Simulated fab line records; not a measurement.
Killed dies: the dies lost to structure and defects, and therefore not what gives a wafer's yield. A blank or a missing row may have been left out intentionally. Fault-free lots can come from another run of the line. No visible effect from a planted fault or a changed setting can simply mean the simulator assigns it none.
Chamber matching || flow nand-harc || NHARC_A_DECK1_JOINT_ETCHBACK_07 on rie-si-02: 4 sister chambers
The step etches the open film in HBr, target depth 105 nm, time 26.9 s. 16 wafers are shown with their chamber, then 8 later ones without.

## WAFERS, EACH WITH ITS CHAMBER
{"wafer": "L074.2", "chamber": 2, "drypump-motor-current-A (A)": 5.2, "oes-product-au (a.u.)": 1.004, "throttle-valve-pct (%)": 23.276}
{"wafer": "L074.3", "chamber": 0, "drypump-motor-current-A (A)": 6.0, "oes-product-au (a.u.)": 1.005, "throttle-valve-pct (%)": 23.271}
{"wafer": "L074.6", "chamber": 2, "drypump-motor-current-A (A)": 5.2, "oes-product-au (a.u.)": 1.008, "throttle-valve-pct (%)": 23.265}
{"wafer": "L077.2", "chamber": 2, "drypump-motor-current-A (A)": 5.2, "oes-product-au (a.u.)": 1.015, "throttle-valve-pct (%)": 23.267}
{"wafer": "L077.5", "chamber": 0, "drypump-motor-current-A (A)": 6.1, "oes-product-au (a.u.)": 0.993, "throttle-valve-pct (%)": 23.260}
{"wafer": "L077.6", "chamber": 1, "drypump-motor-current-A (A)": 5.6, "oes-product-au (a.u.)": 0.997, "throttle-valve-pct (%)": 23.267}
{"wafer": "L079.1", "chamber": 2, "drypump-motor-current-A (A)": 5.2, "oes-product-au (a.u.)": 1.005, "throttle-valve-pct (%)": 23.277}
{"wafer": "L079.5", "chamber": 0, "drypump-motor-current-A (A)": 6.0, "oes-product-au (a.u.)": 0.994, "throttle-valve-pct (%)": 23.261}
{"wafer": "L079.6", "chamber": 3, "drypump-motor-current-A (A)": 5.7, "oes-product-au (a.u.)": 0.980, "throttle-valve-pct (%)": 23.262}
{"wafer": "L084.3", "chamber": 1, "drypump-motor-current-A (A)": 5.6, "oes-product-au (a.u.)": 1.007, "throttle-valve-pct (%)": 23.278}
{"wafer": "L084.5", "chamber": 2, "drypump-motor-current-A (A)": 5.2, "oes-product-au (a.u.)": 1.000, "throttle-valve-pct (%)": 23.284}
{"wafer": "L084.6", "chamber": 1, "drypump-motor-current-A (A)": 5.6, "oes-product-au (a.u.)": 1.016, "throttle-valve-pct (%)": 23.254}
{"wafer": "L086.1", "chamber": 1, "drypump-motor-current-A (A)": 5.7, "oes-product-au (a.u.)": 0.995, "throttle-valve-pct (%)": 23.263}
{"wafer": "L086.2", "chamber": 3, "drypump-motor-current-A (A)": 5.7, "oes-product-au (a.u.)": 0.981, "throttle-valve-pct (%)": 23.258}
{"wafer": "L086.6", "chamber": 1, "drypump-motor-current-A (A)": 5.6, "oes-product-au (a.u.)": 1.002, "throttle-valve-pct (%)": 23.273}
{"wafer": "L092.1", "chamber": 1, "drypump-motor-current-A (A)": 5.6, "oes-product-au (a.u.)": 1.008, "throttle-valve-pct (%)": 23.258}

SIGNATURES (means of the wafers above)
{"reading": "drypump-motor-current-A", "chamber 0": 6.033, "chamber 1": 5.617, "chamber 2": 5.200, "chamber 3": 5.700, "scatter within a chamber": 0.0354}
{"reading": "oes-product-au", "chamber 0": 0.99733, "chamber 1": 1.00417, "chamber 2": 1.00640, "chamber 3": 0.98050, "scatter within a chamber": 0.00657}
{"reading": "throttle-valve-pct", "chamber 0": 23.26400, "chamber 1": 23.26550, "chamber 2": 23.27380, "chamber 3": 23.26000, "scatter within a chamber": 0.00782}
Rule: a wafer lies at a distance from a chamber equal to the root of the sum of squares, over the readings, of (its reading less the chamber's mean, divided by the reading's scatter). The wafer belongs to the nearest chamber; if the next one is less than 2 further off, it can't be placed. The scatter: the root of (the sum of the squares of (reading less its chamber's mean) over the shown wafers, divided by (wafers less chambers)).

## WAFERS WITH NO CHAMBER GIVEN
{"wafer": "L092.5", "drypump-motor-current-A (A)": 5.2, "oes-product-au (a.u.)": 1.000, "throttle-valve-pct (%)": 23.259}
{"wafer": "L092.6", "drypump-motor-current-A (A)": 5.6, "oes-product-au (a.u.)": 1.009, "throttle-valve-pct (%)": 23.256}
{"wafer": "L093.1", "drypump-motor-current-A (A)": 6.0, "oes-product-au (a.u.)": 0.993, "throttle-valve-pct (%)": 23.253}
{"wafer": "L093.3", "drypump-motor-current-A (A)": 5.2, "oes-product-au (a.u.)": 0.993, "throttle-valve-pct (%)": 23.265}
{"wafer": "L093.6", "drypump-motor-current-A (A)": 5.6, "oes-product-au (a.u.)": 1.014, "throttle-valve-pct (%)": 23.256}
{"wafer": "L097.1", "drypump-motor-current-A (A)": 5.7, "oes-product-au (a.u.)": 0.985, "throttle-valve-pct (%)": 23.260}
{"wafer": "L097.5", "drypump-motor-current-A (A)": 6.0, "oes-product-au (a.u.)": 0.988, "throttle-valve-pct (%)": 23.275}
{"wafer": "L097.6", "drypump-motor-current-A (A)": 5.7, "oes-product-au (a.u.)": 1.001, "throttle-valve-pct (%)": 23.269}

## CHAMBER TAKEN BY EACH
{"wafer": "L092.5", "from the rows above": 2, "in truth": 2}
{"wafer": "L092.6", "from the rows above": 1, "in truth": 1}
{"wafer": "L093.1", "from the rows above": 0, "in truth": 0}
{"wafer": "L093.3", "from the rows above": 2, "in truth": 2}
{"wafer": "L093.6", "from the rows above": 1, "in truth": 1}
{"wafer": "L097.1", "from the rows above": 3, "in truth": 3}
{"wafer": "L097.5", "from the rows above": 0, "in truth": 0}
{"wafer": "L097.6", "from the rows above": "can't be placed: 1 or 3", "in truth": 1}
Correct placement for 7 of the 8. Unplaceable from these rows: 1, with the true chamber sitting among the candidates in 1. Wrongly placed: 0.
